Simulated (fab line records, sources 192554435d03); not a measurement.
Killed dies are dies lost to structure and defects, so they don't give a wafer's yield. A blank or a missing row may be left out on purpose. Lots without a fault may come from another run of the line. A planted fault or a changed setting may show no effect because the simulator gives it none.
Problem report in the 8D (eight disciplines) form, filled by code | flow n5_finfet | the parts of the form that need people (team, actions taken, sign-off) are left out

1. THE PROBLEM
rf_fwd_power_W at N5_BEOL_M5_VIA_ETCH_34 reads a mean of 258.9 W on 6 wafers of 2 lots; wafers without a fault read 340.8 W with a standard deviation of 1.5. That is -55 standard deviations from the usual mean.
The step: etches SiCOH lowk in C4F6/O2, target depth 88.3 nm, time 39.2 s.
First seen on wafer L251.1, day 11 03:40, on rie_diel-05. The record holds 33 wafers of 11 lots with a number at this step. Rule for "out", or "out of limits": more than 4 standard deviations from the usual mean. The other wafers with a number count as sound.

2. WHAT IT IS AND WHAT IT IS NOT
question                    | is                       | is not
which readings at this step | rf_fwd_power_W, rf_vpp_V | drypump_motor_current_A, showerhead_plenum_p_Torr, throttle_valve_pct
which lots                  | L251, L254               | L248, L249, L250, L261, L262, L265, L266, L267, L271
which wafers of those lots  | all that have a number   | -
read on which tools         | rie_diel-05              | rie_diel-02, rie_diel-06
when                        | from day 11 03:40        | up to then (6 sound wafers); but 21 sound wafers of L249, L261, L262, L265, L266, L267, L271 came after

3. SUSPECTS, AND WHAT RULES EACH OUT
Counting: a tool at a process step up to the reading stays a suspect if it ran every lot that is out and no sound lot after the first of them.
- rie_diel-05 at N5_BEOL_M5_VIA_ETCH_34 (etches SiCOH lowk in C4F6/O2, target depth 88.3 nm, time 39.2 s): ruled out as a lasting fault. Sound lots L267 ran on it after its first lot that is out, L251 (day 11 03:40).
Left after counting: nothing in the record.

4. THE CAUSE (what the simulator had put in)
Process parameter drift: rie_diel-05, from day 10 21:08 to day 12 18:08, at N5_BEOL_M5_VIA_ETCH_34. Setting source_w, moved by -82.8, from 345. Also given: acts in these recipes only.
Counting ruled it out, wrongly.

5. THE CHAIN OF EFFECTS, in route order
Each row: a reading whose mean over the struck wafers that have a number lies more than 3 standard deviations from the usual. Only readings for which the record gives a usual standard deviation are gone through. hours: the time from each lot's start at the first step in this table that gives one to its start at this step, as a median over the lots. sigmas: the change in usual standard deviations.
hours | step                   | reading        | usual     | on struck wafers | change | sigmas
0     | N5_BEOL_M5_VIA_ETCH_34 | oes_f_703_au   | 0.80 a.u. | 0.53             | -0.27  | -3.3
0     | N5_BEOL_M5_VIA_ETCH_34 | oes_o_777_au   | 0.80 a.u. | 0.56             | -0.24  | -3.1
0     | N5_BEOL_M5_VIA_ETCH_34 | rf_fwd_power_W | 340.8 W   | 258.9            | -81.9  | -55
0     | N5_BEOL_M5_VIA_ETCH_34 | rf_vpp_V       | 671 V     | 769              | +98    | +10
The process steps in it:
- N5_BEOL_M5_VIA_ETCH_34: etches SiCOH lowk in C4F6/O2, target depth 88.3 nm, time 39.2 s.

6. WHAT WOULD HAVE CAUGHT IT SOONER
In this record the first reading out of limits was taken at day 11 03:40, 7 hours after the fault began at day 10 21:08.
